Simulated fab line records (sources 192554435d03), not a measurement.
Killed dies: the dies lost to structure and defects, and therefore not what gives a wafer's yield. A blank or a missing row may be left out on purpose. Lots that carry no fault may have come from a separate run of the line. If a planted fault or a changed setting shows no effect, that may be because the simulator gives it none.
Matching of chambers	flow n5-finfet	N5_BEOL_M5_ETCH_62 on rie-diel-05 has 4 sister chambers
The step etches SOC in N2/H2, target depth 75 nm, overetch 15 nm, time 112.5 s. 22 wafers are shown with their chamber, then 11 later ones without.

WAFERS WITH THEIR CHAMBER
wafer	chamber	showerhead-plenum-p-Torr (Torr)	drypump-motor-current-A (A)	throttle-valve-pct (%)
L077.2	0	2.41	5.0	17.92
L077.3	2	2.68	6.1	18.03
L077.5	1	2.63	5.6	18.12
L076.2	3	2.43	5.7	17.79
L076.4	1	2.63	5.6	18.14
L076.6	3	2.43	5.8	17.78
L075.2	0	2.41	5.0	17.94
L075.3	2	2.68	6.1	18.04
L075.4	3	2.43	5.8	17.79
L078.2	1	2.63	5.6	18.10
L078.4	1	2.63	5.6	18.14
L078.5	3	2.43	5.8	17.79
L086.2	3	2.42	5.7	17.80
L086.3	0	2.41	5.0	17.94
L086.4	2	2.67	6.2	18.03
L083.2	1	2.63	5.5	18.15
L083.3	3	2.42	5.8	17.81
L083.6	0	2.41	5.0	17.96
L090.3	1	2.62	5.6	18.15
L090.4	2	2.67	6.2	18.07
L090.6	2	2.67	6.1	18.06
L092.1	3	2.42	5.8	17.84

SIGNATURES (means of the wafers above)
reading	chamber 0	chamber 1	chamber 2	chamber 3	scatter within a chamber
showerhead-plenum-p-Torr	2.4100	2.6283	2.6740	2.4257	0.00456
drypump-motor-current-A	5.000	5.583	6.140	5.771	0.0439
throttle-valve-pct	17.9400	18.1333	18.0460	17.8000	0.0189
Rule: a wafer's distance from a chamber is the root of the sum, over the readings, of the square of ((its reading less the chamber's mean) divided by the reading's scatter). The wafer belongs to the nearest chamber; if the next one is less than 2 further off, it can't be placed. The scatter: the root of (the sum of the squares of (reading less its chamber's mean) over the shown wafers, divided by (wafers less chambers)).

WAFERS WITHOUT THEIR CHAMBER
wafer	showerhead-plenum-p-Torr (Torr)	drypump-motor-current-A (A)	throttle-valve-pct (%)
L092.2	2.66	6.1	18.07
L092.3	2.40	5.0	17.97
L092.4	2.42	5.8	17.84
L092.5	2.40	5.0	17.97
L092.6	2.66	6.1	18.10
L094.2	2.40	5.0	17.97
L094.3	2.42	5.7	17.84
L094.4	2.66	6.1	18.09
L096.1	2.40	5.0	17.96
L096.2	2.42	5.8	17.86
L096.5	2.40	5.0	17.96

WHICH CHAMBER EACH ONE RAN IN
wafer	from the rows above	in truth
L092.2	2	2
L092.3	0	0
L092.4	3	3
L092.5	0	0
L092.6	2	2
L094.2	0	0
L094.3	3	3
L094.4	2	2
L096.1	0	0
L096.2	3	3
L096.5	0	0
Correct placement for 11 of the 11. Number that these rows cannot place: 0. 0 placed wrongly.
